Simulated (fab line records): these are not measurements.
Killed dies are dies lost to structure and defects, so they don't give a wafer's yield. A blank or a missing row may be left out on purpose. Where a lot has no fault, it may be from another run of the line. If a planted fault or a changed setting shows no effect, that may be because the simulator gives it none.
Matching of chambers | flow n5Finfet | rieDiel-06 running N5_BEOL_M3_ETCH_77: 4 sister chambers
The step etches underlayer in N2/H2, target depth 6.5 nm, time 5.2 s. 20 wafers are shown with their chamber, then 10 later ones without.

WAFERS, EACH WITH ITS CHAMBER
wafer  | chamber | showerheadPlenumPTorr (Torr) | throttleValvePct (%) | oesProductAu (a.u.)
L077.1 | 1       | 2.43                         | 17.90                | 0.61
L077.4 | 2       | 2.52                         | 17.97                | 0.63
L077.6 | 3       | 2.43                         | 17.98                | 0.64
L080.1 | 3       | 2.42                         | 17.94                | 0.64
L080.2 | 2       | 2.52                         | 17.99                | 0.63
L080.4 | 0       | 2.48                         | 17.59                | 0.73
L083.1 | 2       | 2.52                         | 18.00                | 0.63
L083.2 | 3       | 2.42                         | 17.95                | 0.63
L083.6 | 0       | 2.48                         | 17.61                | 0.73
L084.3 | 3       | 2.42                         | 17.97                | 0.63
L084.5 | 3       | 2.42                         | 17.96                | 0.62
L084.6 | 2       | 2.52                         | 17.99                | 0.63
L085.1 | 2       | 2.52                         | 18.01                | 0.64
L085.3 | 0       | 2.47                         | 17.60                | 0.72
L085.5 | 3       | 2.42                         | 17.97                | 0.63
L088.1 | 3       | 2.42                         | 17.97                | 0.62
L088.4 | 0       | 2.47                         | 17.61                | 0.71
L088.5 | 3       | 2.42                         | 17.98                | 0.62
L090.3 | 1       | 2.42                         | 17.96                | 0.60
L090.4 | 0       | 2.47                         | 17.60                | 0.71

SIGNATURES (means of the wafers above)
reading               | chamber 0 | chamber 1 | chamber 2 | chamber 3 | scatter within a chamber
showerheadPlenumPTorr | 2.4740    | 2.4250    | 2.5200    | 2.4213    | 0.00401
throttleValvePct      | 17.6020   | 17.9300   | 17.9920   | 17.9650   | 0.0165
oesProductAu          | 0.7200    | 0.6050    | 0.6320    | 0.6288    | 0.00797
Rule: a wafer's distance from a chamber is the root of the sum, over the readings, of the square of ((its reading less the chamber's mean) divided by the reading's scatter). The wafer belongs to the nearest chamber; if the next one is less than 2 further off, it can't be placed. The scatter: the root of (the sum of the squares of (reading less its chamber's mean) over the shown wafers, divided by (wafers less chambers)).

WAFERS WITHOUT THEIR CHAMBER
wafer  | showerheadPlenumPTorr (Torr) | throttleValvePct (%) | oesProductAu (a.u.)
L090.6 | 2.42                         | 18.01                | 0.63
L089.3 | 2.47                         | 17.64                | 0.71
L089.5 | 2.42                         | 17.94                | 0.59
L089.6 | 2.47                         | 17.61                | 0.71
L091.2 | 2.47                         | 17.63                | 0.70
L091.3 | 2.42                         | 18.01                | 0.61
L091.6 | 2.42                         | 17.93                | 0.59
L092.2 | 2.47                         | 17.68                | 0.71
L092.3 | 2.51                         | 18.03                | 0.62
L092.4 | 2.42                         | 18.00                | 0.59

WHICH CHAMBER EACH ONE RAN IN
wafer  | from the rows above     | in truth
L090.6 | 3                       | 3
L089.3 | 0                       | 0
L089.5 | 1                       | 1
L089.6 | 0                       | 0
L091.2 | 0                       | 0
L091.3 | can't be placed: 3 or 1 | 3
L091.6 | 1                       | 1
L092.2 | 0                       | 0
L092.3 | 2                       | 2
L092.4 | can't be placed: 1 or 3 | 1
Placed correctly: 8 of 10. Cannot be placed on the basis of these rows: 2; the candidates contain the true chamber in 2. 0 placed wrongly.
